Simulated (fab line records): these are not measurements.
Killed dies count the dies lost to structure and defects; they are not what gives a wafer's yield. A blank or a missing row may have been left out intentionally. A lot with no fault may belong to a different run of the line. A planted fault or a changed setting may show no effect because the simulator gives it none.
Matching of chambers + flow n5 finfet + 4 sister chambers for N5_HKMG_FIN_STRIP_89 on rie diel-02
The step strips SOC in N2/H2, time 20 s. 4 wafers are shown with their chamber, then 11 later ones without.

## EACH WAFER AND ITS CHAMBER
| wafer  | chamber | drypump motor current A (A) |
|--------|---------|-----------------------------|
| L088.6 | 1       | 5.56                        |
| L089.1 | 3       | 6.09                        |
| L089.2 | 0       | 5.97                        |
| L090.3 | 2       | 5.37                        |

## WAFERS MISSING THEIR CHAMBER
| wafer  | drypump motor current A (A) |
|--------|-----------------------------|
| L090.5 | 5.99                        |
| L090.6 | 6.11                        |
| L091.1 | 5.97                        |
| L091.3 | 5.58                        |
| L091.5 | 5.56                        |
| L093.1 | 5.56                        |
| L093.3 | 5.98                        |
| L093.4 | 5.37                        |
| L096.2 | 6.13                        |
| L096.3 | 5.59                        |
| L096.5 | 5.55                        |

## THE CHAMBER EACH PASSED THROUGH
| wafer  | from the rows above | in truth |
|--------|---------------------|----------|
| L090.5 | 0                   | 0        |
| L090.6 | 3                   | 3        |
| L091.1 | 0                   | 0        |
| L091.3 | 1                   | 1        |
| L091.5 | 1                   | 1        |
| L093.1 | 1                   | 1        |
| L093.3 | 0                   | 0        |
| L093.4 | 2                   | 2        |
| L096.2 | 3                   | 3        |
| L096.3 | 1                   | 1        |
| L096.5 | 1                   | 1        |
Correct placement for 11 of the 11. Can't be placed from these rows: 0. 0 placed wrongly.
How it was worked out, from the rows above alone: a wafer's distance from a chamber is the root of the sum, over the readings, of the square of ((its reading less the chamber's mean) divided by the reading's scatter). The wafer belongs to the nearest chamber; if the next one is less than 2 further off, it can't be placed. Each chamber's mean is taken over the wafers shown for it. The scatter: with one shown wafer a chamber, the root of the mean of the squares of how far each hidden wafer lies from its nearest shown one.
